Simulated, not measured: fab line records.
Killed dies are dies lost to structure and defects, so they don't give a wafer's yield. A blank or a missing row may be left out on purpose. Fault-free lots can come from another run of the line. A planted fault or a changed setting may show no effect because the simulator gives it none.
Split-lot study + flow n5 finfet + 21 wafers read from 7 lots, route of 1938 steps

ABOUT THE SPLIT
At N5_MOL_CONTACT_COAG_ETCH_15 (etches SiNx in CH3F/O2, stops on Si:P, target depth 7 nm), the setting source w was moved away from the recipe's 395 W on 4 of the 21 wafers read, by -17.1% to +17.7%. All remaining wafers had this setting at the recipe value.

Reading taken at the split's own step.

THE READING
rf vpp V, in V, at N5_MOL_CONTACT_COAG_ETCH_15 (etches SiNx in CH3F/O2, stops on Si:P, target depth 7 nm). A value of 299.1 V with a standard deviation of 2.6 V is what fault-free wafers of this fab line usually give.

| wafer  | tool, chamber at the split | source w as run, W | against the recipe | rf vpp V, V | against lot-mates on the recipe |
|--------|----------------------------|--------------------|--------------------|-------------|---------------------------------|
| L075.3 | rie diel-01, 3             | 395                | recipe             | 299.1       | -                               |
| L075.4 | rie diel-01, 2             | 395                | recipe             | 298.6       | -                               |
| L075.5 | rie diel-01, 2             | 395                | recipe             | 302.6       | -                               |
| L077.1 | rie diel-04, 1             | 395                | recipe             | 298.6       | -                               |
| L077.3 | rie diel-04, 2             | 395                | recipe             | 296.9       | -                               |
| L077.6 | rie diel-04, 3             | 464.9              | +17.7%             | 277.6       | -20.1                           |
| L084.2 | rie diel-04, 2             | 395                | recipe             | 296.7       | -                               |
| L084.5 | rie diel-04, 1             | 395                | recipe             | 297.9       | -                               |
| L084.6 | rie diel-04, 2             | 395                | recipe             | 295.5       | -                               |
| L086.1 | rie diel-03, 3             | 340                | -13.9%             | 317.3       | +20.5                           |
| L086.4 | rie diel-03, 0             | 395                | recipe             | 297.9       | -                               |
| L086.6 | rie diel-03, 3             | 395                | recipe             | 295.7       | -                               |
| L087.3 | rie diel-01, 2             | 395                | recipe             | 299.4       | -                               |
| L087.4 | rie diel-01, 0             | 395                | recipe             | 298.8       | -                               |
| L087.6 | rie diel-01, 2             | 395                | recipe             | 298.8       | -                               |
| L091.1 | rie diel-03, 1             | 395                | recipe             | 294.3       | -                               |
| L091.3 | rie diel-03, 0             | 368.3              | -6.8%              | 308.6       | +13.2                           |
| L091.4 | rie diel-03, 3             | 395                | recipe             | 296.4       | -                               |
| L097.4 | rie diel-01, 1             | 395                | recipe             | 301.1       | -                               |
| L097.5 | rie diel-01, 1             | 327.3              | -17.1%             | 329.9       | +29.9                           |
| L097.6 | rie diel-01, 0             | 395                | recipe             | 298.8       | -                               |

THE FIT
A straight line over all 21 wafers: rf vpp V changes by -1.46 V for each +1% of source w; r = -0.96; the points scatter about the line by 2.7 V.
The same after taking each lot's own level away (the mean of its wafers on the recipe; 21 wafers): -1.45 V for each +1%; r = -0.98; scatter 2 V.
The reading moves by 26 V for the largest change in source w, on that fit.
Across the lots, their own levels run from 295.35 to 300.10 V, a range of 1.8 times the standard deviation given above.
The two slopes are in agreement: the lot-to-lot level therefore moves the slope only a little.
Check: for one of the wafers moved furthest among these (+17.7%), held out of the fit, the line's prediction against its lot-mates is -29.4 V. It came out at -20.1 V against them.
Tool readings at the split's step, against how far the setting was moved: rf vpp V r = -0.96.

OTHER SPLITS ON THESE WAFERS
Other splits were also applied to these wafers ahead of the reading. Each is held against what the fit with the lots' levels taken away leaves over:
| other split on the same wafers | wafers away from the commonest value | r with rf vpp V (lot level and that fit taken away) |
|--------------------------------|--------------------------------------|-----------------------------------------------------|
| N5_GATE_CUT_ETCH_58 bias w     | 8                                    | +0.08                                               |
| N5_GATE_CUT_COAT_27 spin rpm   | 6                                    | -0.06                                               |

THE FILE'S OWN FIT
rf vpp V changes by -1.47 V for each +1% of source w, r = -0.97.
